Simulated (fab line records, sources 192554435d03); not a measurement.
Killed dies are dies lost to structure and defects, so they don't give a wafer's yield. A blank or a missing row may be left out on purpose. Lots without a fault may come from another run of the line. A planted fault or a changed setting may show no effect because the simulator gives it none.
A struck lot beside a sound one | flow n5_finfet | 21 steps out of a route of 1938
Sound: wafers L413.3, L413.4, L413.5. Struck: wafer L430.5. (L430.6 of the same lot was not struck and is left out.) The cause comes at the end.
At each step with rows: each side's tool, then ch and its chambers, then its first start. Under that, the readings that differ: sound wafers | struck wafers | difference of the means | sigmas: that difference in standard deviations of wafers without a fault.
alike: readings whose means differ by less than 2 such deviations, and words and numbers that are the same on both sides. not compared: withheld readings, readings that some wafer has no value for, bounds like >300 that may hide the same value, and numbers for which the record gives no deviation and whose values overlap.
The two part at a step that has a row with sigmas, a row that says differs or no value, or rows on one side only. Numbers that don't overlap but have no deviation are shown without sigmas and don't part them. A reading that every wafer of one side lacks parts them only if that side has two wafers or more.

first, 9 steps without rows for these wafers: N5_FIN_SAQP_EXPOSE_13 (exposes mask FIN CORE, target cd 35.6 nm); N5_FIN_SAQP_PEB_14 (peb time 60 s); N5_FIN_SAQP_DEVELOP_15 (develop time 30 s); N5_FIN_SAQP_DESCUM_21 (chemistry O2, time 7.9 s); N5_FIN_SAQP_ETCH_51 (etches SiARC in CF4, target depth 45.5 nm, time 75.8 s); N5_FIN_SAQP_ETCH_52 (etches SOC in N2/H2, target depth 100 nm, overetch 20 nm, time 150 s); N5_FIN_SAQP_STRIP_53 (strips in N2/H2); N5_FIN_SAQP_HM_OPEN_73 (chemistry CHF3/O2, target SiO2, stops on a-Si, target depth 12 nm, time 16.8 s); N5_FIN_SAQP_STRIP_74 (strips in CHF3/O2).
N5_FIN_SAQP_MANDREL_ETCH_22: etches a-Si in HBr/Cl2, stops on SiNx, target depth 60 nm, bt time 10 s, time 30 s.
  sound on rie_si-01 ch 0,1,2, day 2 03:33; struck on rie_si-01 ch 3, day 6 11:03
  reading                                     | sound             | struck  | difference | sigmas
  oes_product_au (a.u.)                       | 0.745 0.774 0.759 | 0.672   | -0.087     | -8
  over_etch_frac                              | 0.5 0.5 0.5       | 0.89935 | +0.39935   |
  throttle_valve_pct (%)                      | 35.2 34.7 34.9    | 35.6    | +0.7       | +2
  model.SOC_of_FIN_SAQP_COAT_49.thk_nm (nm)   | 76.04 76.74 75.64 | 69.22   | -6.92      |
  model.SiNx_of_FIN_SAQP_PECVD_48.thk_nm (nm) | 24.81 25.5 25.49  | 21.66   | -3.61      |
  alike: drypump_motor_current_A, mfc_cl2_sccm
  not compared: rf_hours_counter_h
then, 7 steps without rows for these wafers: N5_FIN_SAQP_STRIP_55 (strips in N2/H2); N5_FIN_SAQP_STRIP_23 (strips in SPM, time 750 s); N5_FIN_SAQP_SRD_66 (time 30 s); N5_FIN_SAQP_RECESS_75 (chemistry HF/NH3, target SiO2, target depth 14.4 nm, afs cycles 3, sublimation time 60 s); N5_FIN_SAQP_SPACER1_ALD_24 (deposits SiO2, target thk 20.3 nm, pulse time 1 s, purge time 2 s); N5_FIN_SAQP_SPACER1_ETCHBACK_25 (etches SiO2 in CHF3/O2, target depth 24.4 nm, time 12.2 s); N5_FIN_SAQP_MANDREL1_REMOVE_56 (chemistry HBr/Cl2/O2, target a-Si, stops on SiNx, bt time 10 s).
N5_FIN_SAQP_ETCH_57: etches SiNx in CH3F/O2, target depth 32.5 nm, time 46.4 s.
  sound on rie_diel-01 ch 0,2, day 2 05:25; struck on rie_diel-05 ch 3, day 6 12:56
  reading                  | sound            | struck | difference | sigmas
  etch_rf_on_time_s (s)    | 46.1 48.2 48.5   | 39.9   | -7.7       | -7
  model.etch.depth_nm (nm) | 24.81 25.5 25.49 | 21.66  | -3.61      |
  alike: drypump_motor_current_A, oes_ar_750_au, oes_product_au, rf_vpp_V, showerhead_plenum_p_Torr, throttle_valve_pct
  not compared: rf_hours_counter_h
then, 1 step without rows for these wafers: N5_FIN_SAQP_ETCH_65 (etches SiO2 in CF4, target depth 4 nm, time 4.4 s).
-- the record jumps here: 9 days lie between the struck wafers' starts before and after (it left off in module FIN_SAQP and takes up again in module BEOL_M4, whose first step shown is number 1111 of the route) --
N5_BEOL_M4_RC_MEAS_101:
  sound on prober-01 ch 0, day 9 05:45; struck on prober-02 ch 0, day 15 04:02
  alike: DIBL_N, DIBL_P, IOFF_N, IOFF_P, ION_N, ION_P, SS_N, SS_P, VT_N, VT_P
then, 1 step without rows for these wafers: N5_PASSIVATION_PROBE_49.

WHERE THEY PART
First at N5_FIN_SAQP_MANDREL_ETCH_22; last, within this record, at N5_FIN_SAQP_ETCH_57. Later steps at which nothing parts them and some readings are alike: N5_BEOL_M4_RC_MEAS_101.

WHY: what the simulator had put in
Process parameter drift: rie_si-01, from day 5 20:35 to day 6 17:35, at N5_FIN_SAQP_MANDREL_ETCH_22. Setting over_etch_frac, moved by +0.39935, from 0.5. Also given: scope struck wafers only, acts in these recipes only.
